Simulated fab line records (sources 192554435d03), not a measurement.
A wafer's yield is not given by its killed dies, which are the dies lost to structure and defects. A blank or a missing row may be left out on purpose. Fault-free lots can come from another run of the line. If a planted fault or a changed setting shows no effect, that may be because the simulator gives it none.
A lot that was struck, set against a sound lot | flow n5 finfet | 38 out of 1938 route steps
Sound: the wafers L469.1, L469.2, L469.3. Struck: wafer L466.1 (left out: L466.2, L466.3 of the same lot, which were not struck); the cause appears at the end.
For every step that has rows: the tool of each side, followed by ch and its chambers, followed by its first start. Under that, the readings that differ: sound wafers | struck wafers | difference of the means | sigmas: that difference in standard deviations of wafers without a fault.
alike: readings whose means differ by less than 2 such deviations, and words and numbers that are the same on both sides. not compared: withheld readings, readings that some wafer has no value for, bounds like >300 that may hide the same value, and numbers for which the record gives no deviation and whose values overlap.
A row with sigmas, a row that says differs or no value, or rows on one side alone: a step with any of these is where the two part. Numbers that have no deviation but don't overlap get no sigmas and don't part them. A reading missing from all wafers of one side parts the sides only when that side holds two or more wafers.

first, 9 steps without rows for these wafers: N5_BEOL_M4_ANNEAL_95 (time 240 s); N5_BEOL_M4_SPUTTER_96 (material Cu, target thk 4.5 nm, time 8.29 s); N5_BEOL_M4_ECD_50 (material Cu, target thk 300 nm); N5_BEOL_M4_ANNEAL_51 (time 90 s); N5_BEOL_M4_CMP_52 (polishes, stops on SiOC, t overpolish 6.8 s, target thk 40 nm); N5_BEOL_M4_PRE_CLEAN_60 (time 15 s); N5_BEOL_M4_CO_CAP_55 (material Co, precursor CCTBA/H2, target thk 2 nm, time 102.1 s); N5_BEOL_M4_PRE_CLEAN_56 (time 15 s); N5_BEOL_M4_DEP_57 (deposits SiCN from 3MS/NH3, target thk 8 nm, time 14 s).
N5_BEOL_M4_RC_MEAS_101:
  sound on prober-01 ch 0, day 13 23:52; struck on prober-01 ch 0, day 13 00:59
  alike: DIBL_N, DIBL_P, IOFF_N, IOFF_P, ION_N, ION_P, SS_N, SS_P, VT_N, VT_P
then, 24 steps without rows for these wafers: N5_BEOL_M5_ILD_DEP_00 (deposits SiCOH lowk from DEMS/porogen, target thk 140.64 nm, time 25.9 s); N5_BEOL_M5_CURE_79 (cures SiCOH lowk, time 240 s); N5_BEOL_M5_PECVD_70 (deposits SiO2 from TEOS/O2, target thk 16 nm, time 18 s); N5_BEOL_M5_HM_DEP_02 (deposits TiN, target thk 20 nm); N5_BEOL_M5_COAT_59 (time 60 s, resist thk 60 nm); N5_BEOL_M5_COAT_60 (time 60 s, resist thk 12 nm); N5_BEOL_M5_COAT_71 (time 60 s, resist thk 5 nm); N5_BEOL_M5_COAT_05 (resist thk 30 nm); N5_BEOL_M5_EBR_07; N5_BEOL_M5_SOFTBAKE_06 (time 60 s); N5_BEOL_M5_EXPOSE_08 (exposes mask M5, target cd 28 nm); N5_BEOL_M5_PEB_09 (peb time 60 s); N5_BEOL_M5_DEVELOP_10 (develop time 30 s); N5_BEOL_M5_DESCUM_16 (chemistry O2, time 7 s); N5_BEOL_M5_ETCH_72 (etches underlayer in N2/H2, target depth 6.5 nm, time 5.2 s); N5_BEOL_M5_ETCH_61 (etches SiARC in CF4, target depth 15.6 nm, time 26 s); N5_BEOL_M5_ETCH_62 (etches SOC in N2/H2, target depth 75 nm, overetch 15 nm, time 112.5 s); N5_BEOL_M5_STRIP_63 (strips in N2/H2); N5_BEOL_M5_STRIP_73 (strips in N2/H2); N5_BEOL_M5_STRIP_64 (strips in CF4); N5_BEOL_M5_HM_OPEN_17 (chemistry Cl2/BCl3, target TiN, target depth 20 nm, overetch 6 nm); N5_BEOL_M5_STRIP_19 (strips in O2); N5_BEOL_M5_COAT_65 (time 60 s, resist thk 60 nm); N5_BEOL_M5_COAT_66 (time 60 s, resist thk 12 nm).
N5_BEOL_M8_ILD_DEP_00: deposits SiCOH lowk from DEMS/porogen, target thk 179.75 nm, time 33.4 s.
  sound on pecvd-04 ch 0,1,2, day 15 05:40; struck on pecvd-02 ch 0, day 14 05:16
  reading                                            | sound             | struck | difference | sigmas
  throttle valve pct (%)                             | 12.3 14.0 13.8    | 14.8   | +1.4       | +2
  model.SiCOH_lowk_of_BEOL_M8_ILD_DEP_00.thk nm (nm) | 179.2 180.2 180.2 | 54     | -126       |
  alike: heater power outer w, heater power w, showerhead plenum p Torr
  not compared: since wet clean h
N5_BEOL_M8_THK_MEAS_01:
  sound: film metro-01 at day 15 06:14; struck: film metro-01 at day 14 05:50
  reading         | sound             | struck | difference | sigmas
  M8_ILD_THK (nm) | 154.7 155.4 155.3 | 46.2   | -108.9     | -52
N5_BEOL_M8_CMP_52: polishes, stops on SiCOH lowk, t overpolish 6.9 s, target thk 80 nm.
  sound on cmp-04 ch 1,2,3, day 15 19:14; struck on cmp-03 ch 0, day 14 13:01
  reading                                            | sound             | struck | difference | sigmas
  model.SiCOH_lowk_of_BEOL_M8_ILD_DEP_00.thk nm (nm) | 151.6 152.4 152.4 | 43.2   | -108.9     |
  alike: motor current A
-- here the record skips 3 days between the struck wafers' starts before and after, leaving off in module BEOL_M8 and picking up in module PASSIVATION (first step shown: number 1936 of the route) --
N5_PASSIVATION_PROBE_49:
  the record has rows for the struck wafers here (prober-02, day 17 07:57) and none for the sound ones

## WHERE THEY PART
At N5_BEOL_M8_ILD_DEP_00 first; at N5_PASSIVATION_PROBE_49 last (within this record only).

WHY: what the simulator had put in
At N5_BEOL_M8_ILD_DEP_00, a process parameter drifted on pecvd-02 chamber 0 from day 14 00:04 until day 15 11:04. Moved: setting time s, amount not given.
